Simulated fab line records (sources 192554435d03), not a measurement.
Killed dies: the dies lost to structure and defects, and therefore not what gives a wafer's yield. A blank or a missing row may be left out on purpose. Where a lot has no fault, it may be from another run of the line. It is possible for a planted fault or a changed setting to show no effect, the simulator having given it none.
Split-lot experiment | flow n5Finfet | 7 lots, 21 wafers read, on a route of 1938 steps

SPLIT DETAILS
At N5_BEOL_M7_COAT_64 (time 60 s, resist thk 12 nm), the setting spinRpm was moved away from the recipe's 1500 rpm on 4 of the 21 wafers read, by -9.7% to +6.7%. The other wafers ran this setting at the recipe's value.

FROM THE SPLIT TO THE READING: what the file shows between them, 4 steps
- N5_BEOL_M7_COAT_71: time 60 s, resist thk 5 nm
- N5_BEOL_M7_COAT_22: resist thk 30 nm
- N5_BEOL_M7_DESCUM_33: chemistry O2, time 7 s
- N5_BEOL_M7_ETCH_72: etches underlayer in N2/H2, target depth 6.5 nm, time 5.2 s

THE READING
etch.depthNm (the simulator's own value, which no gauge read), in nm, at N5_BEOL_M7_ETCH_65 (etches SiARC in CF4, target depth 15.6 nm, time 26 s). The file does not state a usual value for it. The 17 wafers here that ran the recipe average 12.01 nm, standard deviation 0.034 nm.

wafer  | tool, chamber at the split | spinRpm as run, rpm | against the recipe | etch.depthNm, nm | against lot-mates on the recipe
L077.1 | lithoTrack-03, 0           | 1354                | -9.7%              | 12.64            | +0.63
L077.2 | lithoTrack-03, 0           | 1500                | recipe             | 12.01            | -
L077.3 | lithoTrack-03, 0           | 1500                | recipe             | 12.01            | -
L081.1 | lithoTrack-01, 0           | 1567                | +4.5%              | 11.77            | -0.27
L081.4 | lithoTrack-01, 0           | 1500                | recipe             | 12.03            | -
L081.5 | lithoTrack-01, 0           | 1500                | recipe             | 12.04            | -
L084.4 | lithoTrack-01, 0           | 1500                | recipe             | 12.04            | -
L084.5 | lithoTrack-01, 0           | 1500                | recipe             | 12.01            | -
L084.6 | lithoTrack-01, 0           | 1500                | recipe             | 11.99            | -
L086.1 | lithoTrack-02, 0           | 1500                | recipe             | 12.04            | -
L086.3 | lithoTrack-02, 0           | 1601                | +6.7%              | 11.64            | -0.39
L086.5 | lithoTrack-02, 0           | 1500                | recipe             | 12.02            | -
L088.4 | lithoTrack-01, 0           | 1500                | recipe             | 12.05            | -
L088.6 | lithoTrack-01, 0           | 1500                | recipe             | 12.05            | -
L088.5 | lithoTrack-01, 0           | 1500                | recipe             | 12.06            | -
L091.1 | lithoTrack-03, 0           | 1500                | recipe             | 11.96            | -
L091.2 | lithoTrack-03, 0           | 1500                | recipe             | 11.99            | -
L091.5 | lithoTrack-03, 0           | 1500                | recipe             | 11.93            | -
L094.1 | lithoTrack-01, 0           | 1500                | recipe             | 11.98            | -
L094.3 | lithoTrack-01, 0           | 1500                | recipe             | 12               | -
L094.5 | lithoTrack-01, 0           | 1596                | +6.4%              | 11.61            | -0.38

FIT RESULTS
A straight line over all 21 wafers: etch.depthNm changes by -0.0612 nm for each +1% of spinRpm; r = -0.99; the points scatter about the line by 0.035 nm.
The same after taking each lot's own level away (the mean of its wafers on the recipe; 21 wafers): -0.0617 nm for each +1%; r = -1.00; scatter 0.016 nm.
According to that fit, moving spinRpm by its largest amount changes the reading by 0.6 nm.
The span of the lots' own levels, 11.960 to 12.053 nm, comes to 2.8 times the standard deviation stated above.
Consequently the slope shifts little with the lot-to-lot level, the two slopes agreeing.
Check: with one of the wafers moved furthest among these (-9.7%) left out of the fit, the line predicts +0.572 nm for it against its lot-mates. It came out at +0.63 nm against them.

ADDITIONAL SPLITS CARRIED BY THESE WAFERS
Before the reading, these wafers also passed through other splits. Each is held against what the fit with the lots' levels taken away leaves over:
other split on the same wafers | wafers away from the commonest value | r with etch.depthNm (lot level and that fit taken away)
N5_BEOL_M4_SPUTTER_96 timeS    | 8                                    | -0.47
N5_BEOL_M6_ILD_DEP_00 timeS    | 9                                    | +0.28
N5_BEOL_M6_EXPOSE_08 doseMj    | 12                                   | +0.04
N5_BEOL_M6_ETCH_62 timeS       | 5                                    | -0.18
N5_BEOL_M7_ETCH_61 sourceW     | 5                                    | -0.02

THE WHOLE CHAIN: every reading that the file lists as answering this split, in the file's order
step               | what it does                                         | reading                                                                         | change (the file's fit)                | r (the file's)
N5_BEOL_M7_COAT_64 | time 60 s, resist thk 12 nm                          | SiARC_of_BEOL_M7_COAT_64.thkNm (the simulator's own value, which no gauge read) | -0.0596 nm for each +1% of the setting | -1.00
N5_BEOL_M7_ETCH_65 | etches SiARC in CF4, target depth 15.6 nm, time 26 s | etch.depthNm (the simulator's own value, which no gauge read)                   | -0.0612 nm for each +1% of the setting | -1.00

FILE'S OWN FIT
etch.depthNm changes by -0.0612 nm for each +1% of spinRpm, r = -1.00.
